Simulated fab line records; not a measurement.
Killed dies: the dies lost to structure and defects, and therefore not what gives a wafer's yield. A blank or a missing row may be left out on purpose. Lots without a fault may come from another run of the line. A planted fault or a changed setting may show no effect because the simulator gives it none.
fab line records	flow n5-finfet
record lots=6	wafers=18	last-day=19
route steps=1938 shown MOL_CONTACT_COAG@587 PASSIVATION@1936
lots that met no fault: taken from a fault-free run of the same line
start-h: start of the lot's first displayed wafer, in hours after the record's first day	wait-h: hours since the lot's step before	" unchanged from the row above	L1.1+2: several wafers, shown together as one row	- value missing, or start not given	* or withheld: withheld	< > ~ a bound
route shown NAME@n: NAME is a module with steps in the file, n the number in the route of the first one	usual: mean and standard deviation over wafers with no fault	same: alike in all rows	chamber/n: place in a boat	sites: the reading at each site	_std_site: how widely they spread, as a standard deviation	_edge_site: mean of outer sites minus mean of inner sites	radius-mm: for every site, how far away it sits from the centre of the wafer	mask NAME#n: copy n	behind: the tool/chamber that last shaped the wafer	hold: why the lot was held/for how many hours/how that ended	device: the n, p or np transistor that did not switch	end of line: tests of these same wafers at the route's end	for a step that has no rows: nothing shown but its recipe	killed: not the wafer's yield, but the dies lost to structure and defects at the first sort	map: a wafer's dies, marking killed ones x, the rest . and places with no die _
set.NAME: setting as actually run; set.NAME@STEP: the setting as run at that earlier step	model.NAME: the simulator's own value behind a step, which no gauge read
certain route steps with their lots: each step a table, each wafer a row
services: a tool's chamber out of use, with start hour (start-h, from the record's first day; less than 0 if before it), hours out, and reason
## steps
# step N5_MOL_CONTACT_COAG_STRIP_96
# recipe chemistry=N2/H2	power-w=500	temp-c=40	pressure-mtorr=50	rf-frequency-hz=6e+07	overash-fraction=0.3	bias-power-w=28	h2-frac=0.5	n2-flow-sccm=300	h2-flow-sccm=300
# usual chamber-pressure-mTorr=49.99/0.074	drypump-motor-current-A=5.50/0.26	oes-product-au=0.76/0.093	rf-vpp-V=121.6/1.2	showerhead-plenum-p-Torr=3.32/0.095	throttle-valve-pct=18.8/0.41
lot.wafer	tool	chamber	start-h	wait-h	chamber-pressure-mTorr	drypump-motor-current-A	oes-product-au	rf-hours-counter-h	rf-vpp-V	showerhead-plenum-p-Torr	throttle-valve-pct
L681.1	rie-diel-03	0	123.23	0.0	49.97	5.85	0.68	255	122.2	3.45	18.8
L681.2	"	3	"	"	50.15	5.45	0.88	34	120.4	3.42	18.8
L681.5	"	0	"	"	50.00	5.83	0.69	-	121.5	3.45	18.8
L683.1	rie-diel-01	2	137.80	0.0	49.91	5.77	0.74	185	121.0	3.20	18.8
L683.2	"	1	"	"	50.02	5.64	0.69	203	122.4	3.19	18.7
L683.6	"	1	"	"	49.96	5.64	0.70	-	121.2	3.19	18.7
L690.1	rie-diel-03	2	177.78	0.0	50.01	4.94	0.92	17	123.7	3.57	18.9
L690.5	"	2	"	"	49.95	4.94	0.92	-	124.1	3.57	19.0
L690.6	"	1	"	"	49.99	5.85	0.66	-	123.4	3.45	19.3
L698.1	rie-diel-04	1	223.91	0.0	49.97	5.91	0.70	220	118.6	3.20	18.6
L698.2	"	3	"	"	50.13	5.27	0.72	192	123.3	3.36	19.3
L698.6	"	2	"	"	50.02	5.41	0.97	-	120.8	3.29	18.1
L699.1	rie-diel-04	3	232.10	0.0	50.06	5.24	0.72	194	121.0	3.35	19.3
L699.4	"	0	"	"	50.02	5.54	0.71	235	120.0	3.32	19.4
L699.6	"	3	"	"	50.04	5.24	0.73	-	121.7	3.35	19.3
L700.1	rie-diel-01	0	235.86	0.0	49.92	5.35	0.70	227	123.5	3.45	19.2
L700.3	"	1	"	"	49.97	5.64	0.67	244	122.0	3.17	18.8
L700.5	"	3	"	"	50.01	5.27	0.86	-	121.1	3.26	18.3
# step N5_MOL_CONTACT_COAG_ETCH_47
# recipe chemistry=CH3F/O2	target=SiNx	target-depth-a=270	mask-material=SiO2	stop-on=W	over-etch-frac=0.2	ion-energy-ev=120	endpoint=OES-CN	pressure-mtorr=30	source-w=395	bias-w=73	Ar_flow_sccm=150	CH3F_flow_sccm=30	O2_flow_sccm=20	ends=end-point
# usual CH3F_flow_sccm=30.00/0.084	O2_flow_sccm=20.00/0.063	chamber-pressure-mTorr=30.002/0.026	drypump-motor-current-A=5.49/0.26	etch-rf-on-time-s=31.3/0.65	oes-product-au=0.68/0.08	rf-fwd-power-W=386.4/2	rf-vpp-V=294/3.8	showerhead-plenum-p-Torr=1.97/0.057	throttle-valve-pct=16.27/0.18
lot.wafer	tool	chamber	start-h	wait-h	CH3F_flow_sccm	O2_flow_sccm	chamber-pressure-mTorr	drypump-motor-current-A	etch-rf-on-time-s	oes-product-au	rf-fwd-power-W	rf-hours-counter-h	rf-vpp-V	showerhead-plenum-p-Torr	throttle-valve-pct
L681.1	rie-diel-03	0	123.27	0.0	30.07	20.06	30.001	5.85	32.8	0.60	387.2	255	297	2.05	16.17
L681.2	"	3	"	"	30.00	19.98	29.997	5.44	30.2	0.79	385.3	34	283	2.02	16.19
L681.5	"	0	"	"	29.91	20.16	29.994	5.83	32.7	0.60	390.7	-	297	2.05	16.18
L683.1	rie-diel-01	2	137.84	0.0	29.86	20.04	30.017	5.80	32.2	0.65	389.8	185	296	1.91	16.45
L683.2	"	1	"	"	30.12	19.93	30.037	5.61	31.9	0.62	386.9	203	301	1.90	16.31
L683.6	"	1	"	"	30.03	19.94	30.009	5.62	31.8	0.63	386.9	-	301	1.90	16.29
L690.1	rie-diel-03	2	177.82	0.0	29.94	20.03	30.008	4.91	30.1	0.84	383.4	17	292	2.15	16.33
L690.5	"	2	"	"	29.94	19.92	29.976	4.92	30.3	0.82	385.0	-	292	2.14	16.33
L690.6	"	1	"	"	30.27	19.90	29.964	5.85	31.5	0.60	385.1	-	293	2.07	16.67
L698.1	rie-diel-04	1	223.95	0.0	30.15	19.91	30.025	5.93	31.5	0.64	386.9	220	297	1.91	16.42
L698.2	"	3	"	"	29.89	20.15	30.001	5.22	31.2	0.64	385.0	192	298	1.98	16.31
L698.6	"	2	"	"	29.92	20.01	29.986	5.41	30.2	0.86	390.3	-	296	1.96	15.85
L699.1	rie-diel-04	3	232.14	0.0	30.03	20.02	30.014	5.23	31.0	0.65	384.2	194	297	1.97	16.32
L699.4	"	0	"	"	29.97	19.92	30.040	5.53	32.2	0.62	383.7	235	290	1.98	16.37
L699.6	"	3	"	"	30.14	19.98	30.062	5.22	31.3	0.65	383.2	-	296	1.97	16.32
L700.1	rie-diel-01	0	235.90	0.0	29.98	19.98	30.015	5.34	32.5	0.62	388.3	227	295	2.05	16.40
L700.3	"	1	"	"	29.88	20.00	29.997	5.63	31.5	0.60	383.7	244	300	1.88	16.38
L700.5	"	3	"	"	30.09	20.01	30.009	5.25	31.0	0.76	386.2	-	289	1.93	16.13
# step N5_MOL_CONTACT_COAG_STRIP_119
# recipe chemistry=N2/H2	time-s=30	power-w=1000	temp-c=250	pressure-mtorr=withheld	n2-flow-sccm=1750	h2-flow-sccm=3250
# usual drypump-motor-current-A=6.1/0.57	heater-power-w=344/26
lot.wafer	tool	chamber	start-h	wait-h	drypump-motor-current-A	heater-power-w	rf-hours-counter-h
L681.1	plasma-asher-01	1	123.46	0.2	6.6	329	40
L681.2	"	0	"	"	5.3	296	40
L681.5	"	1	"	"	6.6	334	-
L683.1	plasma-asher-02	0	137.92	0.1	5.7	370	105
L683.2	"	1	"	"	6.7	361	105
L683.6	"	1	"	"	6.7	346	-
L690.1	plasma-asher-01	0	177.90	0.1	5.3	302	49
L690.5	"	1	"	"	6.5	346	-
L690.6	"	0	"	"	5.3	291	-
L698.1	plasma-asher-02	1	224.04	0.1	6.7	349	125
L698.2	"	0	"	"	5.7	368	125
L698.6	"	1	"	"	6.7	350	-
L699.1	plasma-asher-01	0	232.23	0.1	5.4	299	59
L699.4	"	0	"	"	5.3	298	-
L699.6	"	1	"	"	6.6	339	-
L700.1	plasma-asher-02	0	235.98	0.1	5.6	373	128
L700.3	"	1	"	"	6.7	357	-
L700.5	"	1	"	"	6.7	353	-
# step N5_MOL_CONTACT_COAG_PRECLEAN_144
# recipe chemistry=alkaline-clean	temp-c=60	time-s=60	do-ppb=50
# step N5_MOL_CONTACT_COAG_SRD_145
# recipe dry=ipa-marangoni	time-s=30	temp-c=23	rinse-liquid=diw
# step N5_MOL_CONTACT_COAG_CD_MEAS_137
# recipe target-cd-nm=16
# usual cd-nm=15.8/0.33
lot.wafer	tool	chamber	start-h	wait-h	cd-nm
L681.1	cd-sem-02	-	123.60	0.0	15.9
L681.2	"	-	"	"	15.8
L681.5	"	-	"	"	15.4
L683.1	cd-sem-01	-	138.07	0.0	16.4
L683.2	"	-	"	"	16.1
L683.6	"	-	"	"	16.2
L690.1	cd-sem-01	-	178.05	0.0	15.8
L690.5	"	-	"	"	15.6
L690.6	"	-	"	"	15.8
L698.1	cd-sem-01	-	224.18	0.0	15.7
L698.2	"	-	"	"	16.3
L698.6	"	-	"	"	16.3
L699.1	cd-sem-03	-	232.37	0.0	16.1
L699.4	"	-	"	"	15.7
L699.6	"	-	"	"	15.5
L700.1	cd-sem-01	-	236.13	0.0	16.0
L700.3	"	-	"	"	16.2
L700.5	"	-	"	"	15.7
# step N5_MOL_CONTACT_COAG_COAT_62
# recipe resist=SOC	temp-c=250	time-s=60	spin-rpm=1500	resist-thk-nm=60
# step N5_MOL_CONTACT_COAG_COAT_63
# recipe resist=SiARC	temp-c=220	time-s=60	spin-rpm=1500	resist-thk-nm=10
# step N5_MOL_CONTACT_COAG_COAT_64
# recipe resist=underlayer	temp-c=205	time-s=60	spin-rpm=1500	resist-thk-nm=10
# step N5_MOL_CONTACT_COAG_COAT_34
# recipe resist=CAR-EUV	spin-rpm=1500	resist-thk-nm=40
# step N5_MOL_CONTACT_COAG_EBR_36
# recipe solvent=PGMEA	ebr-width-mm=1.5
# step N5_MOL_CONTACT_COAG_SOFTBAKE_35
# recipe temp-c=110	time-s=60	resist=CAR-EUV
# step N5_MOL_CONTACT_COAG_EXPOSE_37
# recipe mask-id=VD	na=0.33	source-shape=annular	sigma-inner=0.3	sigma-outer=0.7	polarization=unpolarized	defocus-nm=0	dose-mj=62
# usual exposure-dose-mJ-cm2=62.10/0.26	reticle-temp-C=22.97/0.1
lot.wafer	tool	chamber	start-h	wait-h	mask	exposure-dose-mJ-cm2	reticle-temp-C
L681.1	euv-scanner-02	0	123.78	-	VD#0	61.92	23.13
L681.2	"	0	"	"	VD#0	61.89	22.96
L681.5	"	0	"	"	VD#0	61.96	23.17
L683.1	euv-scanner-01	0	138.37	-	VD#0	62.46	22.77
L683.2	"	0	"	"	VD#0	62.46	22.85
L683.6	"	0	"	"	VD#0	62.46	22.93
L690.1	euv-scanner-01	0	178.22	-	VD#0	65.28	22.92
L690.5	"	0	"	"	VD#0	65.23	23.00
L690.6	"	0	"	"	VD#0	65.16	22.97
L698.1	euv-scanner-01	0	224.48	-	VD#0	64.62	22.87
L698.2	"	0	"	"	VD#0	64.70	22.91
L698.6	"	0	"	"	VD#0	64.54	22.88
L699.1	euv-scanner-02	0	232.67	-	VD#0	61.94	22.96
L699.4	"	0	"	"	VD#0	61.90	23.00
L699.6	"	0	"	"	VD#0	61.89	22.89
L700.1	euv-scanner-02	0	236.30	-	VD#0	61.88	22.80
L700.3	"	0	"	"	VD#0	61.89	22.93
L700.5	"	0	"	"	VD#0	61.89	23.01
# step N5_MOL_CONTACT_COAG_PEB_38
# recipe peb-temp-c=100	peb-time-s=60	resist=CAR-EUV
# step N5_MOL_CONTACT_COAG_DEVELOP_39
# recipe develop-time-s=30	developer=TMAH	resist=CAR-EUV	rinse-liquid=surfactant-rinse	dry=air-spin	dev-temp-c=23
# step N5_MOL_CONTACT_COAG_CD_MEAS_40
# recipe target-cd-nm=25.1	landing-energy-ev=500	detector=se-inlens	polarity=opening
# usual cd-nm=25.04/0.22
lot.wafer	tool	chamber	start-h	wait-h	cd-nm
L681.1	cd-sem-01	0	123.92	-	25.23
L681.2	"	0	"	"	25.26
L681.5	"	0	"	"	25.03
L683.1	cd-sem-03	0	138.51	-	24.86
L683.2	"	0	"	"	25.21
L683.6	"	0	"	"	25.10
L690.1	cd-sem-01	0	178.36	-	25.67
L690.5	"	0	"	"	25.94
L690.6	"	0	"	"	25.76
L698.1	cd-sem-02	0	224.63	-	25.61
L698.2	"	0	"	"	25.46
L698.6	"	0	"	"	25.64
L699.1	cd-sem-02	0	232.81	-	24.39
L699.4	"	0	"	"	24.88
L699.6	"	0	"	"	25.28
L700.1	cd-sem-02	0	236.45	-	24.53
L700.3	"	0	"	"	24.88
L700.5	"	0	"	"	24.71
# step N5_MOL_CONTACT_COAG_OVL_MEAS_41
# recipe points-per-wafer=522
# usual VD_OVL=-0.1/0.75
lot.wafer	tool	chamber	start-h	wait-h	VD_OVL[nm]
L681.1	overlay-01	0	123.95	0.0	-0.1
L681.2	"	0	"	"	-0.8
L681.5	"	0	"	"	0.2
L683.1	overlay-02	0	138.54	0.0	0.0
L683.2	"	0	"	"	-0.1
L683.6	"	0	"	"	0.1
L690.1	overlay-02	0	178.39	0.0	1.5
L690.5	"	0	"	"	1.0
L690.6	"	0	"	"	0.4
L698.1	overlay-01	0	224.66	0.0	-1.0
L698.2	"	0	"	"	0.1
L698.6	"	0	"	"	0.0
L699.1	overlay-02	0	232.85	0.0	-0.3
L699.4	"	0	"	"	-1.4
L699.6	"	0	"	"	-1.7
L700.1	overlay-02	0	236.48	0.0	0.2
L700.3	"	0	"	"	-0.1
L700.5	"	0	"	"	0.6
# step N5_PASSIVATION_PROBE_49
# usual killed_at_M0_to_M3=33/11	killed_at_M4_up=15/6.2	killed-at-contacts=13/6.5	killed-at-front-end=38/11	killed-at-other=3.4/2.6	killed-dies=102/17	killed-open=67/12	killed-short=34/7.9
# same gross-dies=1180	killed-at-back-side=0
lot.wafer	tool	chamber	start-h	wait-h	killed_at_M0_to_M3	killed_at_M4_up	killed-at-contacts	killed-at-front-end	killed-at-other	killed-dies	killed-open	killed-short
L681.1	prober-02	-	310.62	0.0	52	8	10	37	4	111	59	51
L681.2	prober-02	-	310.67	0.1	54	15	19	28	6	122	89	31
L681.5	prober-02	-	310.82	0.2	60	23	21	38	5	147	95	49
L683.1	prober-01	-	346.02	0.0	34	12	18	48	0	112	69	39
L683.2	prober-01	-	346.07	0.1	40	12	6	43	8	109	73	35
L683.6	prober-01	-	346.27	0.3	29	10	15	30	5	89	62	27
L690.1	prober-02	-	388.84	0.0	39	11	6	19	4	79	52	25
L690.5	prober-02	-	389.04	0.2	17	9	13	24	5	68	43	25
L690.6	prober-02	-	389.09	0.3	20	13	10	23	3	69	45	23
L700.1	prober-01	-	449.93	0.0	33	12	14	43	7	109	65	43
L700.3	prober-01	-	450.03	0.1	57	14	3	38	5	117	70	47
L700.5	prober-01	-	450.13	0.2	28	17	8	42	8	103	65	38
L699.1	prober-01	-	455.29	0.0	45	20	11	44	5	125	87	37
L699.4	prober-01	-	455.44	0.2	36	30	8	41	4	119	94	25
L699.6	prober-01	-	455.54	0.3	38	29	19	55	4	145	86	59
L698.1	prober-02	-	455.74	0.0	33	26	13	28	3	103	75	25
L698.2	prober-02	-	455.79	0.1	37	23	5	37	3	105	71	32
L698.6	prober-02	-	455.99	0.3	22	17	6	23	0	68	46	19
# killed by level:class
L681.1 BEOL_M0_SAQP:geometric-particle:open=15 BEOL_M0_SAQP:geometric-particle:short=11 GATE_CUT:geometric-particle:short=10 MOL_CONTACT_COAG:geometric-particle:open=9 FIN_SAQP:geometric-particle:short=5 BEOL_M2:geometric-particle:short=5 STARTING-WAFER:geometric-particle:short=4 BEOL_M3:geometric-particle:open=4
L681.2 MOL_CONTACT_COAG:geometric-particle:open=17 BEOL_M0_SAQP:geometric-particle:open=15 STI_FIN_REVEAL:geometric-particle:open=13 BEOL_M3:geometric-particle:open=11 BEOL_M0_SAQP:geometric-particle:short=9 BEOL_M2:geometric-particle:open=6 BEOL_M4:geometric-particle:open=4 BEOL_M1:geometric-particle:open=4
L681.5 MOL_CONTACT_COAG:geometric-particle:open=21 STI_FIN_REVEAL:geometric-particle:open=15 BEOL_M2:geometric-particle:open=10 BEOL_M0_SAQP:geometric-particle:short=9 BEOL_M3:geometric-particle:open=9 BEOL_M3:geometric-particle:short=8 BEOL_M4:geometric-particle:open=7 GATE_CUT:geometric-particle:short=6
L683.1 MOL_CONTACT_COAG:geometric-particle:open=13 STI_FIN_REVEAL:geometric-particle:open=12 BEOL_M2:geometric-particle:open=10 FIN_SAQP:geometric-particle:open=8 BEOL_M0_SAQP:geometric-particle:short=6 GATE_CUT:geometric-particle:short=5 MOL_CONTACT_COAG:geometric-particle:short=5 BEOL_M2:geometric-particle:short=5
L683.2 STI_FIN_REVEAL:geometric-particle:open=13 BEOL_M0_SAQP:geometric-particle:short=10 BEOL_M2:geometric-particle:open=10 FIN_SAQP:geometric-particle:open=9 BEOL_M1:geometric-particle:open=7 BEOL_M4:geometric-particle:open=6 FIN_SAQP:geometric-particle:short=4 GATE_CUT:geometric-particle:open=4
L683.6 MOL_CONTACT_COAG:geometric-particle:open=12 BEOL_M2:geometric-particle:open=11 STI_FIN_REVEAL:geometric-particle:open=5 DUMMY_GATE:geometric-particle:open=5 GATE_CUT:geometric-particle:short=5 FIN_SAQP:geometric-particle:open=4 BEOL_M0_SAQP:geometric-particle:short=4 BEOL_M1:geometric-particle:open=4
L690.1 BEOL_M1:geometric-particle:open=11 BEOL_M2:geometric-particle:open=8 FIN_SAQP:geometric-particle:open=5 BEOL_M0_SAQP:geometric-particle:open=5 BEOL_M0_SAQP:geometric-particle:short=5 BEOL_M3:geometric-particle:short=4 STI_FIN_REVEAL:geometric-particle:open=3 MOL_CONTACT_COAG:geometric-particle:short=3
L690.5 FIN_SAQP:geometric-particle:open=8 MOL_CONTACT_COAG:geometric-particle:open=8 MOL_CONTACT_COAG:geometric-particle:short=5 BEOL_M5:geometric-particle:short=5 BEOL_M0_SAQP:geometric-particle:open=4 STARTING-WAFER:geometric-particle:open=4 BEOL_M0_SAQP:geometric-particle:short=3 BEOL_M1:geometric-particle:open=3
L690.6 MOL_CONTACT_COAG:geometric-particle:open=7 FIN_SAQP:geometric-particle:open=4 BEOL_M1:geometric-particle:open=4 BEOL_M6:geometric-particle:open=4 STARTING-WAFER:geometric-particle:short=4 STARTING-WAFER:geometric-particle:open=4 GATE_CUT:geometric-particle:short=3 MOL_CONTACT_COAG:geometric-particle:short=3
L700.1 FIN_SAQP:geometric-particle:short=15 MOL_CONTACT_COAG:geometric-particle:open=12 BEOL_M2:geometric-particle:open=8 GATE_CUT:geometric-particle:short=6 BEOL_M0_SAQP:geometric-particle:open=6 BEOL_M1:geometric-particle:open=6 FIN_SAQP:geometric-particle:open=5 BEOL_M3:geometric-particle:open=4
L700.3 BEOL_M0_SAQP:geometric-particle:open=13 FIN_SAQP:geometric-particle:short=12 BEOL_M0_SAQP:geometric-particle:short=10 BEOL_M2:geometric-particle:open=8 BEOL_M4:geometric-particle:open=6 DUMMY_GATE:geometric-particle:open=6 BEOL_M1:geometric-particle:open=6 BEOL_M3:geometric-particle:open=6
L700.5 FIN_SAQP:geometric-particle:short=12 BEOL_M4:geometric-particle:open=8 MOL_CONTACT_COAG:geometric-particle:open=7 STI_FIN_REVEAL:geometric-particle:open=6 GATE_CUT:geometric-particle:short=5 BEOL_M2:geometric-particle:open=5 FIN_SAQP:geometric-particle:open=4 GATE_CUT:geometric-particle:open=4
L699.1 FIN_SAQP:geometric-particle:open=16 BEOL_M3:geometric-particle:open=14 BEOL_M4:geometric-particle:open=11 BEOL_M2:geometric-particle:open=10 MOL_CONTACT_COAG:geometric-particle:open=9 FIN_SAQP:geometric-particle:short=6 STI_FIN_REVEAL:geometric-particle:open=6 BEOL_M0_SAQP:geometric-particle:open=6
L699.4 BEOL_M4:geometric-particle:open=20 BEOL_M2:geometric-particle:open=11 FIN_SAQP:geometric-particle:open=9 BEOL_M1:geometric-particle:open=9 MOL_CONTACT_COAG:geometric-particle:open=8 STI_FIN_REVEAL:geometric-particle:open=6 DUMMY_GATE:geometric-particle:open=6 FIN_SAQP:geometric-particle:short=5
L699.6 BEOL_M4:geometric-particle:open=18 GATE_CUT:geometric-particle:short=14 MOL_CONTACT_COAG:geometric-particle:open=11 BEOL_M1:geometric-particle:short=9 FIN_SAQP:geometric-particle:short=8 MOL_CONTACT_COAG:geometric-particle:short=8 BEOL_M3:geometric-particle:open=8 BEOL_M0_SAQP:geometric-particle:open=7
L698.1 BEOL_M4:geometric-particle:open=16 MOL_CONTACT_COAG:geometric-particle:open=12 FIN_SAQP:geometric-particle:open=8 BEOL_M0_SAQP:geometric-particle:open=8 BEOL_M0_SAQP:geometric-particle:short=6 STARTING-WAFER:geometric-particle:open=6 DUMMY_GATE:geometric-particle:open=5 BEOL_M3:geometric-particle:open=4
L698.2 FIN_SAQP:geometric-particle:open=15 BEOL_M4:geometric-particle:open=12 BEOL_M3:geometric-particle:open=7 BEOL_M0_SAQP:geometric-particle:open=6 BEOL_M2:geometric-particle:open=5 MOL_CONTACT_COAG:geometric-particle:open=5 BEOL_M0:geometric-particle:open=5 FIN_SAQP:geometric-particle:short=4
L698.6 FIN_SAQP:geometric-particle:open=6 BEOL_M0_SAQP:geometric-particle:short=6 BEOL_M4:geometric-particle:open=6 MOL_CONTACT_COAG:geometric-particle:open=5 BEOL_M1:geometric-particle:open=5 BEOL_M5:geometric-particle:open=5 DUMMY_GATE:geometric-particle:open=4 BEOL_M2:geometric-particle:open=4
## services
tool	chamber	start-h	hours	kind
rie-diel-03	2	100.81	-	clean
rie-diel-03	2	100.81	-	consumable-replace:focus-ring
rie-diel-03	2	100.81	-	consumable-replace:showerhead
rie-diel-03	2	100.81	25.0	scheduled-down
rie-diel-03	2	100.81	25.0	vent-cycle
euv-scanner-01	-	108.63	1.0	pm
euv-scanner-01	-	110.79	8.0	pm
rie-diel-03	0	125.80	-	clean
rie-diel-03	0	125.80	-	consumable-replace:focus-ring
rie-diel-03	0	125.80	22.3	scheduled-down
plasma-asher-02	-	129.60	2.3	repair
rie-diel-01	0	130.07	9.3	repair
rie-diel-01	-	130.59	0.9	repair
euv-scanner-02	-	140.67	1.0	pm
rie-diel-03	-	149.57	2.8	pm
euv-scanner-01	-	164.78	1.0	pm
rie-diel-04	0	165.31	3.0	repair
plasma-asher-01	-	166.52	6.3	repair
euv-scanner-02	-	168.16	4.6	pm
plasma-asher-01	-	182.30	1.2	repair
euv-scanner-02	-	196.82	1.0	pm
euv-scanner-01	-	220.93	1.0	pm
rie-diel-04	1	232.60	8.5	repair
euv-scanner-01	-	233.55	4.6	pm
## key
first-sign step=N5_MOL_CONTACT_COAG_EXPOSE_37	reading=exposure-dose-mJ-cm2	direction=up	sigmas=11	usual=62.10	struck=64.92
effect step=N5_MOL_CONTACT_COAG_CD_MEAS_40	reading=cd-nm	direction=up	sigmas=2.9	usual=25.04	struck=25.68	through=control-loop
met-at N5_MOL_CONTACT_COAG_EXPOSE_37
struck-wafers L690.1,L690.5,L690.6,L698.1,L698.2,L698.6
tester-left-out L690,L698
loop-trim step=N5_MOL_CONTACT_COAG_EXPOSE_37	setting=dose	lots=L698
onset-between 138.37 178.22
fault kind=process-parameter-drift	tool=euv-scanner-01	chamber=-	onset-h=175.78	steps=N5_MOL_CONTACT_COAG_EXPOSE_37	channel=dose-mj	offset=2.691	shape=step	acts-in=these-recipes-only	stated=62
# tester-left-out: of these lots the tester's yield and bins aren't shown, on N5 and GAA mostly nor the transistor test; their killed dies are dies lost to structure and defects alone, not to doping, threshold or leakage, so they don't give the yield
# loop-trim: a control loop set the setting to another value than it would have without faults
